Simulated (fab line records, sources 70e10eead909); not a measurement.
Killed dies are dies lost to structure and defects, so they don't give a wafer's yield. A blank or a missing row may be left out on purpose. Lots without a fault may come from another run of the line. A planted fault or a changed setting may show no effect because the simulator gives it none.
Which tool did it? | flow nand_harc | 24 lots, 72 wafers sampled, at 2 steps of a route of 1159

WHAT THE GAUGES READ, wafer by wafer
NHARC_P_ZERO_WELL_INSPECT_43. Usual: raw_defect_count 14, standard deviation 6.3.
lot  | measured    | on                | raw_defect_count | flag
L074 | day 1 19:42 | defect_inspect-01 | 18 15 5          |
L075 | day 2 01:33 | defect_inspect-01 | 9 19 13          |
L076 | day 2 07:37 | defect_inspect-01 | 10 13 14         |
L077 | day 2 13:42 | defect_inspect-02 | 12 13 19         |
L078 | day 2 19:46 | defect_inspect-01 | 5 9 11           |
L079 | day 3 01:36 | defect_inspect-02 | 14 18 7          |
L080 | day 3 07:33 | defect_inspect-02 | 14 11 19         |
L081 | day 3 13:34 | defect_inspect-01 | 19 18 13         |
L082 | day 3 19:22 | defect_inspect-02 | 8 11 6           |
L083 | day 4 07:29 | defect_inspect-02 | 17 10 18         |
L084 | day 4 07:35 | defect_inspect-01 | 24 16 16         |
L085 | day 4 13:32 | defect_inspect-01 | 10 10 12         |
L086 | day 4 19:41 | defect_inspect-01 | 22 23 22         |
L087 | day 5 01:37 | defect_inspect-02 | 7 10 10          |
L088 | day 5 07:28 | defect_inspect-01 | 8 22 11          |
L089 | day 5 13:30 | defect_inspect-01 | 11 3 14          |
L090 | day 5 19:34 | defect_inspect-02 | 33 29 22         |
L091 | day 6 01:26 | defect_inspect-01 | 19 12 19         |
L092 | day 6 07:37 | defect_inspect-02 | 18 9 13          |
L093 | day 6 13:37 | defect_inspect-02 | 13 15 22         |
L094 | day 6 19:45 | defect_inspect-02 | 29 28 19         |
L095 | day 7 01:38 | defect_inspect-02 | 11 10 14         |
L096 | day 7 07:38 | defect_inspect-02 | 4 6 3            |
L097 | day 7 13:34 | defect_inspect-01 | 5 10 9           |

WHICH TOOL RAN EACH LOT (tool, then ch and the chambers of the sampled wafers, then the start)
lot  | NHARC_P_ZERO_WELL_ETCH_62
L074 | rie_diel-03 ch 0,2, day 1 19:42 or earlier
L075 | rie_diel-03 ch 1,2,3, day 2 01:33 or earlier
L076 | rie_diel-07 ch 1,2,3, day 2 07:37 or earlier
L077 | rie_diel-05 ch 0,1,2, day 2 13:42 or earlier
L078 | rie_diel-07 ch 0,1,3, day 2 19:46 or earlier
L079 | rie_diel-07 ch 0,1, day 3 01:36 or earlier
L080 | rie_diel-03 ch 1,2, day 3 07:33 or earlier
L081 | rie_diel-03 ch 0,2,3, day 3 13:34 or earlier
L082 | rie_diel-05 ch 0,1,2, day 3 19:22 or earlier
L083 | rie_diel-05 ch 0,1,3, day 4 07:29 or earlier
L084 | rie_diel-03 ch 0,1,3, day 4 07:35 or earlier
L085 | rie_diel-07 ch 0,1,3, day 4 13:32 or earlier
L086 | rie_diel-05 ch 0,3, day 4 19:41 or earlier
L087 | rie_diel-03 ch 0,2,3, day 5 01:37 or earlier
L088 | rie_diel-05 ch 0,3, day 5 07:28 or earlier
L089 | rie_diel-07 ch 0,2, day 5 13:30 or earlier
L090 | rie_diel-07 ch 0,2,3, day 5 19:34 or earlier
L091 | rie_diel-03 ch 0,1,2, day 6 01:26 or earlier
L092 | rie_diel-05 ch 1,2,3, day 6 07:37 or earlier
L093 | rie_diel-03 ch 0,2, day 6 13:37 or earlier
L094 | rie_diel-03 ch 0,1, day 6 19:45 or earlier
L095 | rie_diel-03 ch 0,1,3, day 7 01:38 or earlier
L096 | rie_diel-03 ch 0,3, day 7 07:38 or earlier
L097 | rie_diel-07 ch 0,2,3, day 7 13:34 or earlier
- NHARC_P_ZERO_WELL_ETCH_62: etches the open film in CHF3/Ar, target depth 13 nm, time 6.5 s.

WHAT THE TOOLS THEMSELVES READ (means of the sampled wafers that have a number; where no wafer has one, the mark that the record gives instead)
NHARC_P_ZERO_WELL_ETCH_62. Usual: drypump_motor_current_A 5.7 A, standard deviation 0.37; oes_product_au 0.963 a.u., standard deviation 0.019; rf_vpp_V 370.4 V, standard deviation 2.1; showerhead_plenum_p_Torr 2.33 Torr, standard deviation 0.084; throttle_valve_pct 20.216 %, standard deviation 0.0096.
lot  | tool        | drypump_motor_current_A (A) | oes_product_au (a.u.) | rf_vpp_V (V) | showerhead_plenum_p_Torr (Torr) | throttle_valve_pct (%) | flag
L074 | rie_diel-03 | 5.9                         | 0.955                 | 369.3        | 2.28                            | 20.222                 |
L075 | rie_diel-03 | 5.9                         | 0.920                 | 371.5        | 2.39                            | 20.216                 |
L076 | rie_diel-07 | 5.4                         | 0.965                 | 369.9        | 2.29                            | 20.220                 |
L077 | rie_diel-05 | 5.4                         | 0.972                 | 369.3        | 2.29                            | 20.213                 |
L078 | rie_diel-07 | 5.7                         | 0.968                 | 369.9        | 2.31                            | 20.208                 |
L079 | rie_diel-07 | 6.0                         | 0.965                 | 369.1        | 2.28                            | 20.222                 |
L080 | rie_diel-03 | 6.1                         | 0.960                 | 371.2        | 2.37                            | 20.219                 |
L081 | rie_diel-03 | 5.8                         | 0.969                 | 370.7        | 2.36                            | 20.215                 |
L082 | rie_diel-05 | 5.4                         | 0.975                 | 369.9        | 2.29                            | 20.216                 |
L083 | rie_diel-05 | 5.5                         | 0.953                 | 369.2        | 2.28                            | 20.218                 |
L084 | rie_diel-03 | 5.8                         | 0.954                 | 372.1        | 2.41                            | 20.213                 |
L085 | rie_diel-07 | 5.7                         | 0.980                 | 369.8        | 2.31                            | 20.219                 |
L086 | rie_diel-05 | 5.6                         | 0.964                 | 369.8        | 2.34                            | 20.215                 |
L087 | rie_diel-03 | 5.8                         | 0.982                 | 371.2        | 2.36                            | 20.209                 |
L088 | rie_diel-05 | 5.6                         | 0.960                 | 370.2        | 2.34                            | 20.210                 |
L089 | rie_diel-07 | 5.5                         | 0.970                 | 368.9        | 2.28                            | 20.210                 |
L090 | rie_diel-07 | 5.5                         | 0.925                 | 370.5        | 2.32                            | 20.220                 |
L091 | rie_diel-03 | 6.0                         | 0.971                 | 370.2        | 2.34                            | 20.207                 |
L092 | rie_diel-05 | 5.6                         | 0.968                 | 368.8        | 2.25                            | 20.215                 |
L093 | rie_diel-03 | 5.9                         | 0.965                 | 368.9        | 2.28                            | 20.224                 |
L094 | rie_diel-03 | 6.1                         | 0.973                 | 371.9        | 2.39                            | 20.210                 |
L095 | rie_diel-03 | 5.9                         | 0.964                 | 372.9        | 2.41                            | 20.221                 |
L096 | rie_diel-03 | 5.6                         | 0.937                 | 373.0        | 2.44                            | 20.213                 |
L097 | rie_diel-07 | 5.4                         | 0.973                 | 370.5        | 2.32                            | 20.208                 |

THE ANSWER, worked out from the rows above alone
Rule: a lot is off if the mean of its wafers that have a number lies more than 3 standard deviations from the usual mean. A lot without any number at a reading at which 4 lots or more have one is off too. The other lots that the step has rows for count as sound. The gauges are gone through in route order, then the tools' own readings, and for those a lot's mean is taken as printed above. The first step at which some lot is off is used, and at that step the reading that is off furthest; a lot without a number counts as furthest.
No lot is off at any reading shown: from this, nothing can be told.

WHAT THE SIMULATOR HAD PUT IN
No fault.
